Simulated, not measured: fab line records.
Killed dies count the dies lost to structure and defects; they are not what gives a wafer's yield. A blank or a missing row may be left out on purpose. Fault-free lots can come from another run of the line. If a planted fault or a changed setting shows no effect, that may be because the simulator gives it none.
Matching of chambers    flow n5Finfet    N5_BEOL_M8_STRIP_19 on rieDiel-01: 4 sister chambers
The step strips in O2. 16 wafers are shown with their chamber, then 8 later ones without.

WAFERS PAIRED WITH THEIR CHAMBERS
wafer   chamber  showerheadPlenumPTorr (Torr)  throttleValvePct (%)  oesProductAu (a.u.)
L075.1  2        2.08                          16.67                 0.70
L075.5  2        2.08                          16.66                 0.69
L075.6  1        2.07                          16.83                 0.67
L077.1  3        2.02                          16.88                 0.76
L077.5  2        2.08                          16.68                 0.69
L077.6  1        2.07                          16.85                 0.67
L078.3  3        2.02                          16.88                 0.75
L078.4  0        2.03                          16.42                 0.80
L078.6  0        2.03                          16.43                 0.80
L080.1  0        2.03                          16.42                 0.79
L080.3  3        2.01                          16.87                 0.75
L080.5  3        2.01                          16.87                 0.75
L079.2  0        2.03                          16.43                 0.79
L079.3  2        2.08                          16.68                 0.70
L079.4  3        2.01                          16.89                 0.75
L084.1  3        2.01                          16.93                 0.74

SIGNATURES (averages over the wafers above)
reading                chamber 0  chamber 1  chamber 2  chamber 3  scatter within a chamber
showerheadPlenumPTorr  2.0300     2.0700     2.0800     2.0133     0.00333
throttleValvePct       16.4250    16.8400    16.6725    16.8867    0.0161
oesProductAu           0.7950     0.6700     0.6950     0.7500     0.00577
Rule: for each reading, subtract the chamber's mean from the wafer's reading, divide by that reading's scatter and square the result; add these up over the readings and take the root, which gives the wafer's distance from the chamber. If the next closest chamber is less than 2 further off than the closest, the wafer can't be placed; otherwise it belongs to the closest. The scatter is the square root of a quotient: the sum, over the shown wafers, of each reading's squared deviation from its chamber's mean, divided by wafers minus chambers.

WAFERS WITH NO CHAMBER GIVEN
wafer   showerheadPlenumPTorr (Torr)  throttleValvePct (%)  oesProductAu (a.u.)
L084.4  2.02                          16.48                 0.77
L084.5  2.07                          16.75                 0.68
L087.3  2.01                          16.93                 0.74
L087.4  2.02                          16.46                 0.78
L087.6  2.06                          16.40                 0.92
L089.1  2.02                          16.47                 0.77
L089.2  2.01                          16.93                 0.74
L089.4  2.06                          16.39                 0.92

THE CHAMBER EACH PASSED THROUGH
wafer    from the rows above       in truth
L084.4   0                         0
L084.5   can't be placed: 1 or 2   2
L087.3   3                         3
L087.4   0                         0
L087.6   0                         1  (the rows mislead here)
L089.1   0                         0
L089.2   3                         3
L089.4   0                         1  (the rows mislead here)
Correctly placed: 5 of 8. These rows do not allow placing 1 (true chamber among the candidates in 1). 2 placed wrongly.
